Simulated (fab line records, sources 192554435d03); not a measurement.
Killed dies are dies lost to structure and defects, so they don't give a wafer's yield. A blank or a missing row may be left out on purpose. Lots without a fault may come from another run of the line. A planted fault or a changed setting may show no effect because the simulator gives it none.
Which tool did it? | flow n5_finfet | 9 lots, 25 wafers sampled, at 6 steps of a route of 1938

WHAT THE GAUGES READ, wafer by wafer
N5_BEOL_M4_RC_MEAS_101. Usual: DIBL_N 37.7 mV/V, standard deviation 2; DIBL_P 37.7 mV/V, standard deviation 2.3; IOFF_N 0.18 nA/um, standard deviation 0.039; IOFF_P 0.23 nA/um, standard deviation 0.042; ION_N 681 uA/um, standard deviation 12; ION_P 463 uA/um, standard deviation 8; SS_N 71.9 mV/dec, standard deviation 0.68; SS_P 73.6 mV/dec, standard deviation 0.71; VT_N 248 mV, standard deviation 3.2; VT_P -249 mV, standard deviation 3.1.
lot  | measured     | on        | DIBL_N (mV/V)  | DIBL_P (mV/V)  | IOFF_N (nA/um) | IOFF_P (nA/um) | ION_N (uA/um) | ION_P (uA/um) | SS_N (mV/dec)  | SS_P (mV/dec)  | VT_N (mV)   | VT_P (mV)      | flag
L321 | day 12 14:16 | prober-01 | 36.2 37.5 41.2 | 35.5 38.0 40.8 | 0.13 0.16 0.24 | 0.16 0.20 0.24 | 658 679 677   | 441 457 452   | 72.6 72.2 72.4 | 73.6 72.6 74.0 | 254 251 245 | -256 -254 -250 |
L320 | day 12 12:42 | prober-02 | 38.0 37.4      | 37.0 37.3      | 0.19 0.16      | 0.20 0.21      | 692 681       | 462 459       | 71.4 71.2      | 73.3 73.3      | 247 249     | -252 -252      |
L318 | day 12 09:55 | prober-01 | 36.0 41.0 37.1 | 33.5 39.8 35.3 | 0.15 0.31 0.17 | 0.17 0.28 0.20 | 683 702 672   | 459 465 459   | 71.5 72.3 71.9 | 73.2 74.6 73.7 | 248 239 247 | -252 -246 -250 |
L324 | day 13 10:34 | prober-01 | 40.2 39.1 38.9 | 40.8 39.3 38.2 | 0.22 0.21 0.19 | 0.27 0.24 0.22 | 673 687 662   | 456 465 449   | 72.8 72.5 71.9 | 74.5 73.8 73.5 | 246 247 251 | -248 -248 -251 |
L326 | day 13 21:57 | prober-01 | 37.6 40.3 38.8 | 36.9 38.5 38.6 | 0.16 0.23 0.18 | 0.23 0.25 0.24 | 664 682 670   | 460 461 455   | 72.0 72.7 71.5 | 74.0 74.1 73.5 | 250 247 251 | -249 -245 -250 |
L327 | day 14 11:06 | prober-02 | 34.1 36.3 34.2 | 34.6 37.9 35.2 | 0.14 0.19 0.16 | 0.18 0.24 0.19 | 668 697 689   | 453 472 470   | 70.5 72.3 71.6 | 72.2 73.2 73.5 | 250 247 247 | -252 -248 -249 |
L334 | day 15 12:55 | prober-02 | 37.3 38.1      | 36.6 37.9      | 0.16 0.19      | 0.23 0.25      | 680 676       | 463 459       | 72.0 72.4      | 74.3 73.7      | 252 249     | -250 -246      |
L338 | day 17 01:52 | prober-02 | 38.5 35.3 36.5 | 36.9 35.0 36.6 | 0.20 0.15 0.15 | 0.21 0.19 0.20 | 681 682 671   | 464 464 457   | 72.8 71.3 71.7 | 73.6 73.6 73.2 | 247 248 251 | -249 -249 -249 |
L340 | day 17 18:26 | prober-02 | 36.5 33.3 36.9 | 36.5 31.9 37.3 | 0.16 0.12 0.19 | 0.26 0.17 0.26 | 662 680 686   | 460 463 475   | 71.5 70.8 72.2 | 73.6 73.0 74.0 | 250 248 248 | -245 -251 -246 |

WHICH TOOL RAN EACH LOT (tool, then ch and the chambers of the sampled wafers, then the start)
lot  | N5_BEOL_M1_CMP_52             | N5_BEOL_M1_DEP_57               | N5_BEOL_M2_COAT_73                | N5_BEOL_M2_DESCUM_16               | N5_BEOL_M2_ETCH_74
L321 | cmp-03 ch 2,3, day 8 01:19    | pecvd-02 ch 0,1,2, day 8 01:49  | litho_track-02 ch 0, day 8 02:54  | rie_diel-04 ch 0,2, day 8 03:17    | rie_diel-04 ch 0,2, day 8 03:19
L320 | cmp-02 ch 0,3, day 8 01:19    | pecvd-04 ch 1,2, day 8 01:42    | litho_track-01 ch 0, day 8 02:43  | rie_diel-05 ch 0,2, day 8 03:07    | rie_diel-05 ch 0,2, day 8 03:09
L318 | cmp-02 ch 0,1,2, day 8 03:16  | pecvd-04 ch 0,1,2, day 8 03:47  | litho_track-02 ch 0, day 8 05:52  | rie_diel-01 ch 0,1, day 8 06:22    | rie_diel-01 ch 0,1, day 8 06:25
L324 | cmp-03 ch 0,3, day 8 14:40    | pecvd-03 ch 1,2, day 8 15:07    | litho_track-02 ch 0, day 8 17:52  | rie_diel-05 ch 1,3, day 8 18:22    | rie_diel-05 ch 1,3, day 8 18:24
L326 | cmp-01 ch 0,1,2, day 8 18:06  | pecvd-03 ch 0,2, day 8 18:31    | litho_track-02 ch 0, day 8 19:31  | rie_diel-05 ch 1,2,3, day 8 19:55  | rie_diel-05 ch 1,2,3, day 8 19:56
L327 | cmp-01 ch 0,1,2, day 9 11:18  | pecvd-03 ch 0, day 9 11:48      | litho_track-02 ch 0, day 9 13:23  | rie_diel-05 ch 0,2, day 9 14:44    | rie_diel-05 ch 0,2, day 9 14:47
L334 | cmp-02 ch 1,2, day 10 20:16   | pecvd-02 ch 1,2, day 10 20:40   | litho_track-04 ch 0, day 10 21:40 | rie_diel-01 ch 0,3, day 10 22:12   | rie_diel-01 ch 0,3, day 10 22:13
L338 | cmp-03 ch 0,2, day 11 22:24   | pecvd-03 ch 1,2, day 11 22:53   | litho_track-02 ch 0, day 12 00:22 | rie_diel-04 ch 0,2,3, day 12 00:53 | rie_diel-04 ch 0,2,3, day 12 00:55
L340 | cmp-01 ch 0,2,3, day 12 08:43 | pecvd-03 ch 0,1,2, day 12 09:08 | litho_track-02 ch 0, day 12 09:40 | rie_diel-04 ch 0,2, day 12 10:05   | rie_diel-04 ch 0,2, day 12 10:07
- N5_BEOL_M1_CMP_52: polishes, stops on SiOC, t overpolish 6.8 s, target thk 40 nm.
- N5_BEOL_M1_DEP_57: deposits SiCN from 3MS/NH3, target thk 8 nm, time 14 s.
- N5_BEOL_M2_COAT_73: time 60 s, resist thk 5 nm.
- N5_BEOL_M2_DESCUM_16: chemistry O2, time 7 s.
- N5_BEOL_M2_ETCH_74: etches underlayer in N2/H2, target depth 6.5 nm, time 5.2 s.

WHAT THE TOOLS THEMSELVES READ (means of the sampled wafers that have a number; where no wafer has one, the mark that the record gives instead)
N5_BEOL_M1_CMP_52. Usual: barrier_field_endpoint_s 24.4 s, standard deviation 0.89; head_pressure_psi 1.0001 psi, standard deviation 0.0021; motor_current_A 5.9 A, standard deviation 0.65; overpolish_run_s 6.800 s, standard deviation 0.01; slurry_filter_dp_kPa 13.52 kPa, standard deviation 0.15; time_to_endpoint_s 61 s, standard deviation 4.8.
lot  | tool   | barrier_field_endpoint_s (s) | head_pressure_psi (psi) | motor_current_A (A) | overpolish_run_s (s) | slurry_filter_dp_kPa (kPa) | time_to_endpoint_s (s) | flag
L321 | cmp-03 | 23.2                         | 1.0005                  | 6.4                 | 6.800                | 13.56                      | 54                     |
L320 | cmp-02 | 24.9                         | 1.0012                  | 5.6                 | 6.790                | 13.63                      | 62                     |
L318 | cmp-02 | 24.0                         | 0.9989                  | 5.0                 | 6.797                | 13.40                      | 57                     |
L324 | cmp-03 | 24.8                         | 1.0006                  | 6.5                 | 6.801                | 13.49                      | 57                     |
L326 | cmp-01 | 25.9                         | 0.9993                  | 6.3                 | 6.802                | 13.54                      | 68                     |
L327 | cmp-01 | 25.6                         | 1.0010                  | 6.4                 | 6.802                | 13.52                      | 70                     |
L334 | cmp-02 | 24.5                         | 1.0004                  | 4.8                 | 6.819                | 13.38                      | 59                     |
L338 | cmp-03 | 23.1                         | 0.9979                  | 6.0                 | 6.795                | 13.56                      | 56                     |
L340 | cmp-01 | 24.3                         | 1.0006                  | 5.7                 | 6.802                | 13.48                      | 60                     |

N5_BEOL_M1_DEP_57. Usual: showerhead_plenum_p_Torr 3.663 Torr, standard deviation 0.015; throttle_valve_pct 9.2 %, standard deviation 0.36.
lot  | tool     | showerhead_plenum_p_Torr (Torr) | throttle_valve_pct (%) | flag
L321 | pecvd-02 | 3.660                           | 9.3                    |
L320 | pecvd-04 | 3.657                           | 9.4                    |
L318 | pecvd-04 | 3.661                           | 9.4                    |
L324 | pecvd-03 | 3.669                           | 9.3                    |
L326 | pecvd-03 | 3.673                           | 9.1                    |
L327 | pecvd-03 | 3.656                           | 9.2                    |
L334 | pecvd-02 | 3.660                           | 9.2                    |
L338 | pecvd-03 | 3.673                           | 9.2                    |
L340 | pecvd-03 | 3.670                           | 9.1                    |

N5_BEOL_M2_COAT_73. Usual: spin_speed_rpm 1500.1 rpm, standard deviation 0.89.
lot  | tool           | spin_speed_rpm (rpm) | flag
L321 | litho_track-02 | 1499.2               |
L320 | litho_track-01 | 1499.8               |
L318 | litho_track-02 | 1500.0               |
L324 | litho_track-02 | 1720.4               | OFF
L326 | litho_track-02 | 1721.1               | OFF
L327 | litho_track-02 | 1720.2               | OFF
L334 | litho_track-04 | 1499.0               |
L338 | litho_track-02 | 1499.8               |
L340 | litho_track-02 | 1500.7               |

N5_BEOL_M2_DESCUM_16. Usual: drypump_motor_current_A 5.9 A, standard deviation 0.45; oes_product_au 0.81 a.u., standard deviation 0.083; rf_vpp_V 243.9 V, standard deviation 1.3; showerhead_plenum_p_Torr 2.14 Torr, standard deviation 0.07; throttle_valve_pct 20.33 %, standard deviation 0.21.
lot  | tool        | drypump_motor_current_A (A) | oes_product_au (a.u.) | rf_vpp_V (V) | showerhead_plenum_p_Torr (Torr) | throttle_valve_pct (%) | flag
L321 | rie_diel-04 | 5.5                         | 0.76                  | 243.5        | 2.07                            | 20.32                  |
L320 | rie_diel-05 | 5.8                         | 0.85                  | 245.2        | 2.16                            | 20.06                  |
L318 | rie_diel-01 | 6.0                         | 0.73                  | 242.6        | 2.12                            | 20.67                  |
L324 | rie_diel-05 | 6.4                         | 0.90                  | 245.5        | 2.24                            | 20.49                  |
L326 | rie_diel-05 | 6.2                         | 0.89                  | 244.6        | 2.19                            | 20.34                  |
L327 | rie_diel-05 | 5.7                         | 0.82                  | 243.9        | 2.17                            | 20.09                  |
L334 | rie_diel-01 | 6.3                         | 0.77                  | 244.6        | 2.14                            | 20.27                  |
L338 | rie_diel-04 | 5.5                         | 0.78                  | 243.0        | 2.09                            | 20.36                  |
L340 | rie_diel-04 | 5.5                         | 0.81                  | 243.6        | 2.06                            | 20.26                  |

N5_BEOL_M2_ETCH_74. Usual: drypump_motor_current_A 5.9 A, standard deviation 0.45; etch_rf_on_time_s 5.17 s, standard deviation 0.14; oes_product_au 0.69 a.u., standard deviation 0.069; rf_vpp_V 525.5 V, standard deviation 2.3; showerhead_plenum_p_Torr 2.61 Torr, standard deviation 0.074; throttle_valve_pct 17.79 %, standard deviation 0.27.
lot  | tool        | drypump_motor_current_A (A) | etch_rf_on_time_s (s) | oes_product_au (a.u.) | rf_vpp_V (V) | showerhead_plenum_p_Torr (Torr) | throttle_valve_pct (%) | flag
L321 | rie_diel-04 | 5.5                         | 5.22                  | 0.65                  | 522.9        | 2.54                            | 17.83                  |
L320 | rie_diel-05 | 5.8                         | 5.24                  | 0.72                  | 525.2        | 2.63                            | 17.52                  |
L318 | rie_diel-01 | 6.0                         | 5.30                  | 0.62                  | 524.8        | 2.57                            | 18.09                  |
L324 | rie_diel-05 | 6.4                         | 4.80                  | 0.78                  | 527.8        | 2.71                            | 17.86                  |
L326 | rie_diel-05 | 6.3                         | 4.84                  | 0.76                  | 529.0        | 2.67                            | 17.75                  |
L327 | rie_diel-05 | 5.7                         | 4.77                  | 0.71                  | 525.9        | 2.64                            | 17.48                  |
L334 | rie_diel-01 | 6.3                         | 5.29                  | 0.65                  | 524.1        | 2.61                            | 17.84                  |
L338 | rie_diel-04 | 5.5                         | 5.07                  | 0.68                  | 523.8        | 2.54                            | 17.86                  |
L340 | rie_diel-04 | 5.5                         | 5.16                  | 0.69                  | 522.6        | 2.52                            | 17.75                  |

THE ANSWER, worked out from the rows above alone
Rule: a lot is off if the mean of its wafers that have a number lies more than 3 standard deviations from the usual mean. A lot without any number at a reading at which 4 lots or more have one is off too. The other lots that the step has rows for count as sound. The gauges are gone through in route order, then the tools' own readings, and for those a lot's mean is taken as printed above. The first step at which some lot is off is used, and at that step the reading that is off furthest; a lot without a number counts as furthest.
Off: L324, L326, L327, at N5_BEOL_M2_COAT_73 (spin_speed_rpm).
A tool fits if, at that step or a process step before it, it ran every lot that is off, and no sound lot after the first of them. None of those tried fits.

WHAT THE SIMULATOR HAD PUT IN
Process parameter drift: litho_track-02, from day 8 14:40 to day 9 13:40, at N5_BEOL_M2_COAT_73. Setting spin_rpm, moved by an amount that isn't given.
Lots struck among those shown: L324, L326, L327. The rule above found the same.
